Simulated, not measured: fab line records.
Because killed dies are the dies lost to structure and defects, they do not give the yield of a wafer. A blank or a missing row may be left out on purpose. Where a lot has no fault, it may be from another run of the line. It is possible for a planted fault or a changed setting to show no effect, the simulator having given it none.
Chamber matching / flow n5Finfet / N5_BEOL_M3_STRIP_66 on rieDiel-04 has 4 sister chambers
The step strips in CF4. 16 wafers are shown with their chamber, then 8 later ones without.

WAFERS PAIRED WITH THEIR CHAMBERS
wafer=L076.1; chamber=0; showerheadPlenumPTorr (Torr)=1.68; drypumpMotorCurrentA (A)=6.4; throttleValvePct (%)=13.69
wafer=L076.2; chamber=3; showerheadPlenumPTorr (Torr)=1.76; drypumpMotorCurrentA (A)=6.0; throttleValvePct (%)=13.31
wafer=L076.4; chamber=1; showerheadPlenumPTorr (Torr)=1.81; drypumpMotorCurrentA (A)=6.2; throttleValvePct (%)=13.51
wafer=L077.4; chamber=1; showerheadPlenumPTorr (Torr)=1.81; drypumpMotorCurrentA (A)=6.2; throttleValvePct (%)=13.51
wafer=L077.5; chamber=3; showerheadPlenumPTorr (Torr)=1.76; drypumpMotorCurrentA (A)=6.0; throttleValvePct (%)=13.31
wafer=L077.6; chamber=0; showerheadPlenumPTorr (Torr)=1.68; drypumpMotorCurrentA (A)=6.3; throttleValvePct (%)=13.71
wafer=L081.2; chamber=2; showerheadPlenumPTorr (Torr)=1.85; drypumpMotorCurrentA (A)=5.5; throttleValvePct (%)=13.40
wafer=L081.5; chamber=1; showerheadPlenumPTorr (Torr)=1.81; drypumpMotorCurrentA (A)=6.2; throttleValvePct (%)=13.51
wafer=L081.6; chamber=2; showerheadPlenumPTorr (Torr)=1.85; drypumpMotorCurrentA (A)=5.5; throttleValvePct (%)=13.40
wafer=L082.1; chamber=3; showerheadPlenumPTorr (Torr)=1.76; drypumpMotorCurrentA (A)=6.0; throttleValvePct (%)=13.34
wafer=L082.2; chamber=1; showerheadPlenumPTorr (Torr)=1.81; drypumpMotorCurrentA (A)=6.2; throttleValvePct (%)=13.51
wafer=L082.6; chamber=2; showerheadPlenumPTorr (Torr)=1.85; drypumpMotorCurrentA (A)=5.5; throttleValvePct (%)=13.41
wafer=L083.4; chamber=3; showerheadPlenumPTorr (Torr)=1.75; drypumpMotorCurrentA (A)=6.0; throttleValvePct (%)=13.34
wafer=L083.5; chamber=2; showerheadPlenumPTorr (Torr)=1.85; drypumpMotorCurrentA (A)=5.5; throttleValvePct (%)=13.40
wafer=L083.6; chamber=3; showerheadPlenumPTorr (Torr)=1.76; drypumpMotorCurrentA (A)=6.0; throttleValvePct (%)=13.34
wafer=L085.1; chamber=1; showerheadPlenumPTorr (Torr)=1.81; drypumpMotorCurrentA (A)=6.2; throttleValvePct (%)=13.54

SIGNATURES, as means of the wafers listed above
reading=showerheadPlenumPTorr; chamber 0=1.6800; chamber 1=1.8100; chamber 2=1.8500; chamber 3=1.7580; scatter within a chamber=0.00258
reading=drypumpMotorCurrentA; chamber 0=6.350; chamber 1=6.200; chamber 2=5.500; chamber 3=6.000; scatter within a chamber=0.0204
reading=throttleValvePct; chamber 0=13.7000; chamber 1=13.5160; chamber 2=13.4025; chamber 3=13.3280; scatter within a chamber=0.0131
Rule: a wafer lies at a distance from a chamber equal to the root of the sum of squares, over the readings, of (its reading less the chamber's mean, divided by the reading's scatter). The wafer belongs to the nearest chamber; if the next one is less than 2 further off, it can't be placed. The scatter: take each reading less its chamber's mean, square it, sum over the shown wafers, divide by the number of wafers less the number of chambers, and take the root.

WAFERS WHOSE CHAMBER IS MISSING
wafer=L085.4; showerheadPlenumPTorr (Torr)=1.85; drypumpMotorCurrentA (A)=5.5; throttleValvePct (%)=13.43
wafer=L085.5; showerheadPlenumPTorr (Torr)=1.75; drypumpMotorCurrentA (A)=6.0; throttleValvePct (%)=13.36
wafer=L090.1; showerheadPlenumPTorr (Torr)=1.75; drypumpMotorCurrentA (A)=6.1; throttleValvePct (%)=13.36
wafer=L090.2; showerheadPlenumPTorr (Torr)=1.84; drypumpMotorCurrentA (A)=5.5; throttleValvePct (%)=13.44
wafer=L090.3; showerheadPlenumPTorr (Torr)=1.80; drypumpMotorCurrentA (A)=6.2; throttleValvePct (%)=13.54
wafer=L092.1; showerheadPlenumPTorr (Torr)=1.80; drypumpMotorCurrentA (A)=6.2; throttleValvePct (%)=13.56
wafer=L092.4; showerheadPlenumPTorr (Torr)=1.84; drypumpMotorCurrentA (A)=5.5; throttleValvePct (%)=13.45
wafer=L092.5; showerheadPlenumPTorr (Torr)=1.75; drypumpMotorCurrentA (A)=6.1; throttleValvePct (%)=13.36

CHAMBER TAKEN BY EACH
wafer=L085.4; from the rows above=2; in truth=2
wafer=L085.5; from the rows above=3; in truth=3
wafer=L090.1; from the rows above=3; in truth=3
wafer=L090.2; from the rows above=2; in truth=2
wafer=L090.3; from the rows above=1; in truth=1
wafer=L092.1; from the rows above=1; in truth=1
wafer=L092.4; from the rows above=2; in truth=2
wafer=L092.5; from the rows above=3; in truth=3
Correct placement for 8 of the 8. Can't be placed from these rows: 0. Placed wrongly: 0.
